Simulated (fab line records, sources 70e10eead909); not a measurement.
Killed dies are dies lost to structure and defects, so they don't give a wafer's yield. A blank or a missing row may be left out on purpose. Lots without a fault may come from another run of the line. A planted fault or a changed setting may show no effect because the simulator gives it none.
Chamber matching | flow nand_harc | NHARC_P_BONDPAD_STRIP_15 on rie_diel-01: 4 sister chambers
The step strips in O2. 4 wafers are shown with their chamber, then 9 later ones without.

WAFERS WITH THEIR CHAMBER
wafer  | chamber | drypump_motor_current_A (A)
L078.5 | 2       | 6.1
L080.2 | 1       | 5.1
L085.3 | 0       | 5.5
L085.5 | 3       | 6.2

WAFERS WITHOUT THEIR CHAMBER
wafer  | drypump_motor_current_A (A)
L086.2 | 6.2
L086.4 | 6.1
L086.5 | 6.1
L095.1 | 5.1
L095.4 | 6.1
L095.6 | 5.6
L096.1 | 6.2
L096.4 | 6.1
L096.6 | 6.2

WHICH CHAMBER EACH WENT THROUGH
wafer  | from the rows above | in truth
L086.2 | 3                   | 3
L086.4 | 2                   | 2
L086.5 | 2                   | 2
L095.1 | 1                   | 1
L095.4 | 2                   | 2
L095.6 | 0                   | 0
L096.1 | 3                   | 3
L096.4 | 2                   | 2
L096.6 | 3                   | 3
Placed correctly: 9 of 9. Can't be placed from these rows: 0. Placed wrongly: 0.
How it was worked out, from the rows above alone: a wafer's distance from a chamber is the root of the sum, over the readings, of the square of ((its reading less the chamber's mean) divided by the reading's scatter). The wafer belongs to the nearest chamber; if the next one is less than 2 further off, it can't be placed. A chamber's mean is the mean of its shown wafers. The scatter: with one shown wafer a chamber, the root of the mean of the squares of how far each hidden wafer lies from its nearest shown one.
